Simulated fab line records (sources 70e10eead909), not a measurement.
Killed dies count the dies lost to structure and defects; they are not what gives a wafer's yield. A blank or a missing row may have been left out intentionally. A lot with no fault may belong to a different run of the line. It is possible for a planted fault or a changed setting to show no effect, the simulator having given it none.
Struck lot and sound lot, side by side :: flow nand_harc :: 42 steps out of a route of 1159
Sound: wafers L902.1, L902.2, L902.6. Wafers L913.1, L913.2, L913.6 were the ones struck. At the end, the cause is stated.
At each step with rows: each side's tool, then ch and its chambers, then its first start. Under that, the readings that differ: sound wafers :: struck wafers :: difference of the means :: sigmas: that difference in standard deviations of wafers without a fault.
alike: readings with means less than 2 such deviations apart, plus words and numbers identical on both sides. not compared: withheld readings, readings lacking a value on some wafer, bounds such as >300 that could conceal the same value, and numbers that have no deviation in the record and whose values overlap.
The two part at a step that has a row with sigmas, a row that says differs or no value, or rows on one side only. Non-overlapping numbers with no deviation appear without sigmas and do not part them. Lack of a reading on every wafer of one side parts them only where that side has two or more wafers.

first, 4 steps without rows for these wafers: NHARC_A_CONTACT_ETCH_112 (etches the open film in C4F8/O2/Ar, time 94 s, target depth 922 nm); NHARC_A_CONTACT_ETCH_113 (etches the open film in C4F8/O2/Ar, time 94 s, target depth 922 nm); NHARC_A_CONTACT_ETCH_114 (etches the open film in C4F8/O2/Ar, time 94 s, target depth 922 nm); NHARC_A_CONTACT_ETCH_115 (etches the open film in C4F8/O2/Ar, time 94 s, target depth 922 nm).
NHARC_A_CONTACT_ETCH_116: etches the open film in C4F8/O2/Ar, time 94 s, target depth 922 nm.
  sound on har_cap_etch-01 ch 0,1, day 17 03:35; struck on har_cap_etch-03 ch 0,1, day 20 17:21
  not compared: rf_hours_counter_h
then, 1 step without rows for these wafers: NHARC_A_CONTACT_ETCH_117 (etches the open film in C4F8/O2/Ar, time 94 s, target depth 922 nm).
NHARC_A_CONTACT_ETCH_118: etches the open film in C4F8/O2/Ar, time 94 s, target depth 922 nm.
  sound on har_cap_etch-01 ch 0,1, day 17 03:50; struck on har_cap_etch-03 ch 0,1, day 20 17:32
  not compared: rf_hours_counter_h
then, 5 steps without rows for these wafers: NHARC_A_CONTACT_ETCH_119 (etches the open film in C4F8/O2/Ar, time 94 s, target depth 922 nm); NHARC_A_CONTACT_ETCH_120 (etches the open film in C4F8/O2/Ar, time 94 s, target depth 922 nm); NHARC_A_CONTACT_ETCH_121 (etches the open film in C4F8/O2/Ar, time 94 s, target depth 922 nm); NHARC_A_CONTACT_ETCH_122 (etches the open film in C4F8/O2/Ar, time 95 s, target depth 930 nm); NHARC_A_CONTACT_ETCH_123 (etches the open film in C4F8/O2/Ar, time 253 s, target depth 1090 nm).
NHARC_A_CONTACT_ETCH_90: etches the open film in CH3F/O2, target depth 40 nm, time 85.7 s.
  sound on rie_diel-08 ch 0,1, day 17 05:16; struck on rie_diel-08 ch 0,1,2, day 20 18:37
reading: oes_product_au (a.u.)
sound: 1.00 1.00 1.01
struck: 0.92 0.93 0.91
difference: -0.08
sigmas: -2
  alike: drypump_motor_current_A, rf_vpp_V, showerhead_plenum_p_Torr, throttle_valve_pct
  not compared: rf_hours_counter_h
then, 1 step without rows for these wafers: NHARC_A_CONTACT_ETCH_96 (etches the open film in C4F6/O2, target depth 20 nm, time 10 s).
NHARC_A_CONTACT_CD_MEAS_53:
  sound: cd_sem-01 at day 17 05:46; struck: cd_sem-02 at day 20 18:47
  alike: cd_nm
then, 3 steps without rows for these wafers: NHARC_A_CONTACT_STRIP_99 (strips in N2/H2); NHARC_A_CONTACT_STRIP_100 (strips in CF4/CHF3); NHARC_A_CONTACT_STRIP_101 (strips in O2/COS).
NHARC_A_CONTACT_ETCH_102: etches the open film in CF4/O2, target depth 70 nm, overetch 7 nm, time 38.5 s.
  sound on rie_diel-13 ch 0,2, day 17 06:04; struck on rie_diel-08 ch 0,2, day 20 19:10
reading: rf_vpp_V (V)
sound: 197.7 196.5 196.0
struck: 198.1 199.7 202.6
difference: +3.4
sigmas: +2

reading: showerhead_plenum_p_Torr (Torr)
sound: 1.23 1.27 1.23
struck: 1.39 1.43 1.43
difference: +0.17
sigmas: +3
  alike: drypump_motor_current_A, oes_ar_750_au, oes_o_777_au, oes_product_au, throttle_valve_pct
  not compared: rf_hours_counter_h
then, 14 steps without rows for these wafers: NHARC_A_CONTACT_STRIP_55 (strips in O2); NHARC_A_CONTACT_STRIP_56 (strips in post etch residue remover, time 600 s); NHARC_A_CONTACT_DEP_57 (deposits aC, target thk 2800 nm); NHARC_A_CONTACT_DEP_58 (deposits SiON, target thk 60 nm); NHARC_A_CONTACT_DEHYDRATE_59 (time 120 s); NHARC_A_CONTACT_HMDS_60 (time 30 s); NHARC_A_CONTACT_COAT_61 (time 75 s); NHARC_A_CONTACT_COAT_62 (time 65 s); NHARC_A_CONTACT_COAT_63 (resist thk 90 nm); NHARC_A_CONTACT_SOFTBAKE_64 (time 55 s); NHARC_A_CONTACT_EBR_65; NHARC_A_CONTACT_EXPOSE_66 (exposes mask A CC 2); NHARC_A_CONTACT_PEB_67 (peb time 65 s); NHARC_A_CONTACT_DEVELOP_68 (develop time 35 s).
NHARC_A_CONTACT_CD_MEAS_69: the cd target is 200 nm.
  sound on cd_sem-02 ch 0, day 17 11:14; struck on cd_sem-03 ch 0, day 21 00:11
  alike: cd_nm
NHARC_A_CONTACT_OVL_MEAS_70:
  sound: overlay-01 at day 17 11:19; struck: overlay-02 at day 21 00:16
reading: overlay_x_nm (nm)
sound: 1.2 0.9 1.4
struck: -1.3 -0.9 -1.2
difference: -2.3
sigmas: -3
  alike: overlay_y_nm
then, 2 steps without rows for these wafers: NHARC_A_CONTACT_DESCUM_74 (chemistry O2, time 3 s); NHARC_A_CONTACT_ETCH_75 (etches the open film in CF4, target depth 39 nm, time 65 s).
NHARC_A_CONTACT_ETCH_76: etches the open film in N2/H2, target depth 260 nm, time 475.3 s.
  sound on rie_diel-13 ch 1,2,3; struck on rie_diel-11 ch 2,3
  alike: drypump_motor_current_A, oes_product_au, rf_vpp_V, showerhead_plenum_p_Torr, throttle_valve_pct
  not compared: rf_hours_counter_h
then, 1 step without rows for these wafers: NHARC_A_CONTACT_ETCH_77 (etches the open film in CF4/CHF3, target depth 72.6 nm, time 36.3 s).
NHARC_A_CONTACT_ETCH_78: etches the open film in O2/COS, target depth 2800 nm, time 728 s.
  sound on rie_diel-13 ch 0,1,3; struck on rie_diel-11 ch 1,2
  alike: drypump_motor_current_A, oes_product_au, rf_vpp_V, showerhead_plenum_p_Torr, throttle_valve_pct
  not compared: rf_hours_counter_h
then, 1 step without rows for these wafers: NHARC_A_CONTACT_ETCH_124 (etches the open film in C4F8/O2/Ar, time 140 s, target depth 700 nm).
-- break in the record here, with 3 days between the starts of the struck wafers on either side (left off in module A_CONTACT, picked up again in module END, where the first step shown is number 1159 on the route) --
NHARC_END_SORT_01:
  here the record holds rows for the struck wafers (prober-02 ch 0, day 24 10:58) but none for the sound ones

WHERE THEY PART
First at NHARC_A_CONTACT_ETCH_90; last, within this record, at NHARC_END_SORT_01.

WHY: the cause the simulator had injected
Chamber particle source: rie_diel-08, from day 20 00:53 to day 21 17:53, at NHARC_A_CONTACT_ETCH_90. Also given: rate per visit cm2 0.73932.
